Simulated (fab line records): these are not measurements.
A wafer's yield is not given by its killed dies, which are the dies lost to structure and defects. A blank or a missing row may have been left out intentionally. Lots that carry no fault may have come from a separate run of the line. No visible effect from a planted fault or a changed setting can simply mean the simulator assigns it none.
Chamber matching	flow n5_finfet	N5_HKMG_FIN_PWFM_ALD_03 on ald_metal-04 has 4 sister chambers
The step deposits TiN, target thk 2 nm, pulse time 1 s, purge time 3 s. 7 wafers are shown with their chamber, then 8 later ones without.

## EACH WAFER AND ITS CHAMBER
wafer	chamber	heater_power_w (W)	chamber_pressure_Torr (Torr)
L075.5	3	748	3.002
L081.4	2	961	2.993
L083.3	2	955	2.998
L083.6	1	863	3.004
L088.4	1	832	2.995
L088.6	0	792	3.004
L089.1	0	807	3.007

## WAFERS WHOSE CHAMBER IS MISSING
wafer	heater_power_w (W)	chamber_pressure_Torr (Torr)
L089.4	954	3.001
L089.6	769	2.998
L093.4	948	2.987
L093.5	861	3.001
L093.6	755	3.002
L097.2	962	2.998
L097.5	939	2.995
L097.6	848	2.993

## THE CHAMBER EACH PASSED THROUGH
wafer	from the rows above	in truth
L089.4	2	2
L089.6	can't be placed: 3 or 0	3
L093.4	2	2
L093.5	1	1
L093.6	3	3
L097.2	2	2
L097.5	2	2
L097.6	1	1
Correct placement for 7 of the 8. Cannot be placed on the basis of these rows: 1; the candidates contain the true chamber in 1. 0 placed wrongly.
How it was worked out, from the rows above alone: a wafer's distance from a chamber is the root of the sum, over the readings, of the square of ((its reading less the chamber's mean) divided by the reading's scatter). The wafer belongs to the nearest chamber; if the next one is less than 2 further off, it can't be placed. A chamber's mean is the mean of its shown wafers. The scatter is the square root of a quotient: the sum, over the shown wafers, of each reading's squared deviation from its chamber's mean, divided by wafers minus chambers.
